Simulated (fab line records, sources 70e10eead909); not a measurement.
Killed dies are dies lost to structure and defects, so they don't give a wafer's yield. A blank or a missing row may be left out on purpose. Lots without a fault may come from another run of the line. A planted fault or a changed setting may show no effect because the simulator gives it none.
Chamber matching | flow nand_harc | NHARC_P_CONTACT_CMP_01 on cmp-02: 4 sister chambers
The step polishes SiO2, target thk 200 nm. 4 wafers are shown with their chamber, then 9 later ones without.

WAFERS WITH THEIR CHAMBER
wafer  | chamber | motor_current_A (A)
L081.4 | 0       | 11.1
L087.1 | 2       | 10.2
L087.3 | 1       | 13.4
L087.4 | 3       | 13.3

WAFERS WITHOUT THEIR CHAMBER
wafer  | motor_current_A (A)
L089.1 | 11.1
L089.2 | 13.5
L089.3 | 14.0
L093.1 | 13.2
L093.3 | 14.0
L093.5 | 10.6
L096.1 | 11.5
L096.2 | 14.2
L096.4 | 11.0

WHICH CHAMBER EACH WENT THROUGH
wafer  | from the rows above     | in truth
L089.1 | 0                       | 0
L089.2 | can't be placed: 1 or 3 | 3
L089.3 | can't be placed: 1 or 3 | 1
L093.1 | can't be placed: 3 or 1 | 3
L093.3 | can't be placed: 1 or 3 | 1
L093.5 | can't be placed: 2 or 0 | 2
L096.1 | 0                       | 0
L096.2 | can't be placed: 1 or 3 | 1
L096.4 | can't be placed: 0 or 2 | 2
Placed correctly: 2 of 9. Can't be placed from these rows: 7 (the true chamber is among the candidates in 7). Placed wrongly: 0.
How it was worked out, from the rows above alone: a wafer's distance from a chamber is the root of the sum, over the readings, of the square of ((its reading less the chamber's mean) divided by the reading's scatter). The wafer belongs to the nearest chamber; if the next one is less than 2 further off, it can't be placed. A chamber's mean is the mean of its shown wafers. The scatter: with one shown wafer a chamber, the root of the mean of the squares of how far each hidden wafer lies from its nearest shown one.
